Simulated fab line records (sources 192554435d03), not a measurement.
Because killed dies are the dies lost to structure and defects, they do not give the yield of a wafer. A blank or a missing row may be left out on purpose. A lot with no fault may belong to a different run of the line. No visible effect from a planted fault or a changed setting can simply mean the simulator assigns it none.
Chamber matching / flow n5-finfet / N5_FIN_SAQP_HM_DEP_72 on pecvd-01: 3 sister chambers
The step deposits SiO2 from SiH4/N2O, target thk 12 nm, time 7.2 s. 20 wafers are shown with their chamber, then 10 later ones without.

## EACH WAFER AND ITS CHAMBER
wafer=L075.2; chamber=0; showerhead-plenum-p-Torr (Torr)=7.95; heater-power-w (W)=983; rf-fwd-power-W (W)=272.4
wafer=L075.4; chamber=1; showerhead-plenum-p-Torr (Torr)=8.06; heater-power-w (W)=737; rf-fwd-power-W (W)=272.1
wafer=L075.5; chamber=2; showerhead-plenum-p-Torr (Torr)=8.26; heater-power-w (W)=837; rf-fwd-power-W (W)=273.0
wafer=L077.1; chamber=1; showerhead-plenum-p-Torr (Torr)=8.05; heater-power-w (W)=842; rf-fwd-power-W (W)=272.3
wafer=L077.5; chamber=2; showerhead-plenum-p-Torr (Torr)=8.26; heater-power-w (W)=884; rf-fwd-power-W (W)=271.9
wafer=L077.6; chamber=0; showerhead-plenum-p-Torr (Torr)=7.97; heater-power-w (W)=891; rf-fwd-power-W (W)=273.1
wafer=L080.1; chamber=1; showerhead-plenum-p-Torr (Torr)=8.07; heater-power-w (W)=856; rf-fwd-power-W (W)=270.8
wafer=L080.2; chamber=0; showerhead-plenum-p-Torr (Torr)=7.98; heater-power-w (W)=961; rf-fwd-power-W (W)=272.7
wafer=L080.4; chamber=2; showerhead-plenum-p-Torr (Torr)=8.25; heater-power-w (W)=884; rf-fwd-power-W (W)=271.5
wafer=L082.3; chamber=0; showerhead-plenum-p-Torr (Torr)=7.96; heater-power-w (W)=945; rf-fwd-power-W (W)=272.6
wafer=L082.5; chamber=1; showerhead-plenum-p-Torr (Torr)=8.05; heater-power-w (W)=786; rf-fwd-power-W (W)=272.6
wafer=L082.6; chamber=0; showerhead-plenum-p-Torr (Torr)=7.97; heater-power-w (W)=977; rf-fwd-power-W (W)=272.2
wafer=L084.3; chamber=2; showerhead-plenum-p-Torr (Torr)=8.25; heater-power-w (W)=851; rf-fwd-power-W (W)=272.7
wafer=L084.5; chamber=0; showerhead-plenum-p-Torr (Torr)=7.98; heater-power-w (W)=960; rf-fwd-power-W (W)=272.4
wafer=L084.6; chamber=1; showerhead-plenum-p-Torr (Torr)=8.06; heater-power-w (W)=779; rf-fwd-power-W (W)=271.5
wafer=L085.3; chamber=0; showerhead-plenum-p-Torr (Torr)=8.00; heater-power-w (W)=870; rf-fwd-power-W (W)=272.1
wafer=L085.4; chamber=1; showerhead-plenum-p-Torr (Torr)=8.05; heater-power-w (W)=824; rf-fwd-power-W (W)=271.6
wafer=L085.6; chamber=0; showerhead-plenum-p-Torr (Torr)=7.98; heater-power-w (W)=874; rf-fwd-power-W (W)=272.3
wafer=L088.1; chamber=0; showerhead-plenum-p-Torr (Torr)=7.96; heater-power-w (W)=829; rf-fwd-power-W (W)=271.9
wafer=L088.3; chamber=1; showerhead-plenum-p-Torr (Torr)=8.10; heater-power-w (W)=719; rf-fwd-power-W (W)=271.7

SIGNATURES (averages over the wafers above)
reading=showerhead-plenum-p-Torr; chamber 0=7.9722; chamber 1=8.0629; chamber 2=8.2550; scatter within a chamber=0.0149
reading=heater-power-w; chamber 0=921.11; chamber 1=791.86; chamber 2=864.00; scatter within a chamber=50.1
reading=rf-fwd-power-W; chamber 0=272.411; chamber 1=271.800; chamber 2=272.275; scatter within a chamber=0.519
Rule: a wafer's distance from a chamber is the root of the sum, over the readings, of the square of ((its reading less the chamber's mean) divided by the reading's scatter). The wafer belongs to the nearest chamber; if the next one is less than 2 further off, it can't be placed. The scatter: the root of (the sum of the squares of (reading less its chamber's mean) over the shown wafers, divided by (wafers less chambers)).

## WAFERS WITH NO CHAMBER GIVEN
wafer=L088.6; showerhead-plenum-p-Torr (Torr)=7.96; heater-power-w (W)=838; rf-fwd-power-W (W)=271.6
wafer=L091.2; showerhead-plenum-p-Torr (Torr)=7.99; heater-power-w (W)=814; rf-fwd-power-W (W)=270.7
wafer=L091.4; showerhead-plenum-p-Torr (Torr)=8.27; heater-power-w (W)=830; rf-fwd-power-W (W)=272.8
wafer=L091.6; showerhead-plenum-p-Torr (Torr)=7.95; heater-power-w (W)=816; rf-fwd-power-W (W)=272.7
wafer=L094.1; showerhead-plenum-p-Torr (Torr)=8.04; heater-power-w (W)=776; rf-fwd-power-W (W)=273.6
wafer=L094.2; showerhead-plenum-p-Torr (Torr)=7.96; heater-power-w (W)=928; rf-fwd-power-W (W)=273.3
wafer=L094.6; showerhead-plenum-p-Torr (Torr)=8.08; heater-power-w (W)=790; rf-fwd-power-W (W)=272.8
wafer=L096.1; showerhead-plenum-p-Torr (Torr)=7.96; heater-power-w (W)=965; rf-fwd-power-W (W)=270.9
wafer=L096.2; showerhead-plenum-p-Torr (Torr)=8.27; heater-power-w (W)=916; rf-fwd-power-W (W)=272.3
wafer=L096.4; showerhead-plenum-p-Torr (Torr)=7.97; heater-power-w (W)=927; rf-fwd-power-W (W)=272.6

## THE CHAMBER EACH PASSED THROUGH
wafer=L088.6; from the rows above=0; in truth=0
wafer=L091.2; from the rows above=can't be placed: 0 or 1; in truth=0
wafer=L091.4; from the rows above=2; in truth=2
wafer=L091.6; from the rows above=0; in truth=0
wafer=L094.1; from the rows above=1; in truth=1
wafer=L094.2; from the rows above=0; in truth=0
wafer=L094.6; from the rows above=1; in truth=1
wafer=L096.1; from the rows above=0; in truth=0
wafer=L096.2; from the rows above=2; in truth=2
wafer=L096.4; from the rows above=0; in truth=0
Placed correctly: 9 of 10. These rows do not allow placing 1 (true chamber among the candidates in 1). Placed wrongly: 0.
